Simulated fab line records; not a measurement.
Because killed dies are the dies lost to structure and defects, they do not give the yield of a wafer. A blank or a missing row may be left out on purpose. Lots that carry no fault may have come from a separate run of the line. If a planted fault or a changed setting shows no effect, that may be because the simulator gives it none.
Chamber matching	flow nand harc	NHARC_A_STAIRCASE_TRIM_196 on rie diel-04: 4 sister chambers
The step chemistry O2, time 211.2 s. 4 wafers are shown with their chamber, then 7 later ones without.

WAFERS PAIRED WITH THEIR CHAMBERS
wafer	chamber	showerhead plenum p Torr (Torr)
L080.4	3	3.49
L080.5	2	3.53
L087.2	1	3.78
L087.3	0	3.28

WAFERS MISSING THEIR CHAMBER
wafer	showerhead plenum p Torr (Torr)
L087.4	3.27
L093.1	3.51
L093.2	3.47
L093.3	3.77
L094.2	3.80
L094.3	3.51
L094.5	3.46

EACH ONE'S CHAMBER
wafer	from the rows above	in truth
L087.4	0	0
L093.1	can't be placed: 3 or 2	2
L093.2	3	3
L093.3	1	1
L094.2	1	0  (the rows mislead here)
L094.3	can't be placed: 3 or 2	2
L094.5	3	3
4 of 7 placed correctly. Cannot be placed on the basis of these rows: 2; the candidates contain the true chamber in 2. Number placed wrongly: 1.
How it was worked out, from the rows above alone: a wafer's distance from a chamber is the root of the sum, over the readings, of the square of ((its reading less the chamber's mean) divided by the reading's scatter). If the next closest chamber is less than 2 further off than the closest, the wafer can't be placed; otherwise it belongs to the closest. A chamber's mean is the mean of its shown wafers. The scatter (one wafer shown for each chamber): square how far every hidden wafer sits from the nearest shown wafer, average those squares and take the square root.
